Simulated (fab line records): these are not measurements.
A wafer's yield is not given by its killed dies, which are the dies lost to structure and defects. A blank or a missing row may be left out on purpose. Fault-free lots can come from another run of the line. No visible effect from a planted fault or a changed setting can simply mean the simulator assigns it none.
Matching of chambers | flow nand_harc | 4 sister chambers for NHARC_P_GATE_DESCUM_93 on rie_diel-02
The step chemistry O2, time 3 s. 20 wafers are shown with their chamber, then 10 later ones without.

== WAFERS WITH THEIR CHAMBER ==
wafer  | chamber | showerhead_plenum_p_Torr (Torr) | drypump_motor_current_A (A) | throttle_valve_pct (%)
L076.3 | 0       | 2.01                            | 5.2                         | 11.317
L076.4 | 1       | 1.94                            | 5.7                         | 11.318
L076.6 | 3       | 2.00                            | 5.3                         | 11.319
L081.2 | 1       | 1.94                            | 5.7                         | 11.314
L081.3 | 3       | 2.00                            | 5.3                         | 11.315
L081.5 | 3       | 2.00                            | 5.3                         | 11.308
L081.1 | 0       | 2.00                            | 5.2                         | 11.315
L081.4 | 2       | 2.00                            | 4.9                         | 11.315
L081.6 | 0       | 2.00                            | 5.3                         | 11.295
L082.1 | 0       | 2.00                            | 5.3                         | 11.304
L082.3 | 2       | 2.00                            | 4.9                         | 11.322
L082.5 | 1       | 1.94                            | 5.7                         | 11.307
L083.1 | 3       | 2.00                            | 5.3                         | 11.314
L083.2 | 0       | 2.00                            | 5.3                         | 11.320
L083.6 | 0       | 2.00                            | 5.2                         | 11.293
L086.2 | 0       | 2.00                            | 5.3                         | 11.326
L086.4 | 0       | 2.00                            | 5.2                         | 11.311
L086.6 | 2       | 2.00                            | 4.9                         | 11.323
L089.2 | 1       | 1.94                            | 5.7                         | 11.322
L089.3 | 3       | 1.99                            | 5.2                         | 11.317

SIGNATURES (averages over the wafers above)
reading                  | chamber 0 | chamber 1 | chamber 2 | chamber 3 | scatter within a chamber
showerhead_plenum_p_Torr | 2.0012    | 1.9400    | 2.0000    | 1.9980    | 0.00324
drypump_motor_current_A  | 5.250     | 5.700     | 4.900     | 5.280     | 0.0418
throttle_valve_pct       | 11.31012  | 11.31525  | 11.32000  | 11.31460  | 0.0087
Rule: distance of a wafer from a chamber = root of the sum over the readings of ((wafer's reading minus chamber's mean) / reading's scatter) squared. If the next closest chamber is less than 2 further off than the closest, the wafer can't be placed; otherwise it belongs to the closest. The scatter is the square root of a quotient: the sum, over the shown wafers, of each reading's squared deviation from its chamber's mean, divided by wafers minus chambers.

== WAFERS WITHOUT THEIR CHAMBER ==
wafer  | showerhead_plenum_p_Torr (Torr) | drypump_motor_current_A (A) | throttle_valve_pct (%)
L089.5 | 2.00                            | 4.9                         | 11.307
L089.1 | 2.00                            | 4.9                         | 11.320
L089.4 | 2.00                            | 5.2                         | 11.309
L089.6 | 1.94                            | 5.7                         | 11.319
L094.3 | 1.99                            | 5.3                         | 11.312
L094.4 | 2.00                            | 5.3                         | 11.302
L094.6 | 1.94                            | 5.7                         | 11.316
L096.1 | 2.00                            | 5.3                         | 11.305
L096.2 | 1.99                            | 4.9                         | 11.308
L096.5 | 1.99                            | 4.9                         | 11.310

== EACH ONE'S CHAMBER ==
wafer  | from the rows above     | in truth
L089.5 | 2                       | 2
L089.1 | 2                       | 2
L089.4 | can't be placed: 0 or 3 | 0
L089.6 | 1                       | 1
L094.3 | can't be placed: 3 or 0 | 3
L094.4 | can't be placed: 0 or 3 | 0
L094.6 | 1                       | 1
L096.1 | can't be placed: 3 or 0 | 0
L096.2 | 2                       | 2
L096.5 | 2                       | 2
Placed correctly: 6 of 10. Cannot be placed on the basis of these rows: 4; the candidates contain the true chamber in 4. Placed wrongly: 0.
